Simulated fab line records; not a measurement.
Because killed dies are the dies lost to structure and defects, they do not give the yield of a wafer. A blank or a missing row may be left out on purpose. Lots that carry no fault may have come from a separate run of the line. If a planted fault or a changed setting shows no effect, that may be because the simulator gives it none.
A lot that was struck, set against a sound lot    flow nand_harc    13 steps out of a route of 1302
Sound: wafers L121.2, L121.3, L121.6. Struck: wafer L127.5 (left out: L127.3, L127.4 of the same lot, which were not struck); the cause appears at the end.
Per side, at each step with rows, come the tool, then ch with its chambers, and then its first start. Under that, the readings that differ: sound wafers    struck wafers    difference of the means    sigmas: that difference in standard deviations of wafers without a fault.
alike: readings with means less than 2 such deviations apart, plus words and numbers identical on both sides. not compared: withheld readings, readings lacking a value on some wafer, bounds such as >300 that could conceal the same value, and numbers that have no deviation in the record and whose values overlap.
Wherever a step has rows on one side only, a row that says differs or no value, or a row with sigmas, the two part there. Non-overlapping numbers with no deviation appear without sigmas and do not part them. A reading missing from all wafers of one side parts the sides only when that side holds two or more wafers.

first, 2 steps without rows for these wafers: NHARC_A_ONON_D1_ANNEAL_15 (time 3600 s); NHARC_A_ONON_D1_DEP_16 (target thk 1000 nm).
NHARC_A_ONON_D1_THK_MEAS_18: measures by ellipsometry.
  sound: film_metro-02 at day 9 11:58; struck: film_metro-02 at day 12 04:28
reading      sound           struck  difference  sigmas
thk_nm (nm)  1024 1022 1022  993     -30         -3
after that, 1 step with no rows for these wafers: NHARC_A_ONON_D1_DEP_19 (target thk 1000 nm).
NHARC_A_ONON_D1_THK_MEAS_21: measures by ellipsometry.
  sound: film_metro-02 at day 9 12:32; struck: film_metro-01 at day 12 05:02
reading      sound        struck  difference  sigmas
thk_nm (nm)  982 981 980  1017    +36         +4
after that, 1 step with no rows for these wafers: NHARC_A_ONON_D1_DEP_22 (target thk 1000 nm).
NHARC_A_ONON_D1_THK_MEAS_24: measures by ellipsometry.
  sound: film_metro-02 at day 9 13:06; struck: film_metro-02 at day 12 05:36
  alike: thk_nm
after that, 1 step with no rows for these wafers: NHARC_A_ONON_D1_DEP_25 (target thk 1000 nm).
NHARC_A_ONON_D1_THK_MEAS_27: measures by ellipsometry.
  sound: film_metro-02 at day 9 13:40; struck: film_metro-02 at day 12 06:11
  alike: thk_nm
after that, 1 step with no rows for these wafers: NHARC_A_ONON_D1_DEP_28 (target thk 1000 nm).
NHARC_A_ONON_D1_THK_MEAS_30: measures by ellipsometry.
  sound: film_metro-01 at day 9 14:14; struck: film_metro-01 at day 12 06:45
  alike: thk_nm
NHARC_A_ONON_D1_DEP_33: deposits SiO2, target thk 200 nm.
  sound on pecvd-04 ch 0,1,2, day 9 14:28; struck on pecvd-01 ch 0, day 12 06:54
reading               sound           struck  difference  sigmas
rf_fwd_power_W (W)    897 896 898     1259    +362        +99 or more
showerhead_vpp_V (V)  1904 1887 1948  2251    +338        +5
  alike: heater_power_w, mfc_precursor_sccm, throttle_valve_pct
NHARC_A_ONON_D1_THK_MEAS_34: measures by ellipsometry.
  sound: film_metro-02 at day 9 14:53; struck: film_metro-01 at day 12 07:14
reading      sound              struck  difference  sigmas
thk_nm (nm)  198.3 202.1 204.2  219.9   +18.4       +7

== WHERE THEY PART ==
Last at NHARC_A_ONON_D1_THK_MEAS_34 as far as this record goes, first at NHARC_A_ONON_D1_THK_MEAS_18.

WHY: whatever the simulator had introduced
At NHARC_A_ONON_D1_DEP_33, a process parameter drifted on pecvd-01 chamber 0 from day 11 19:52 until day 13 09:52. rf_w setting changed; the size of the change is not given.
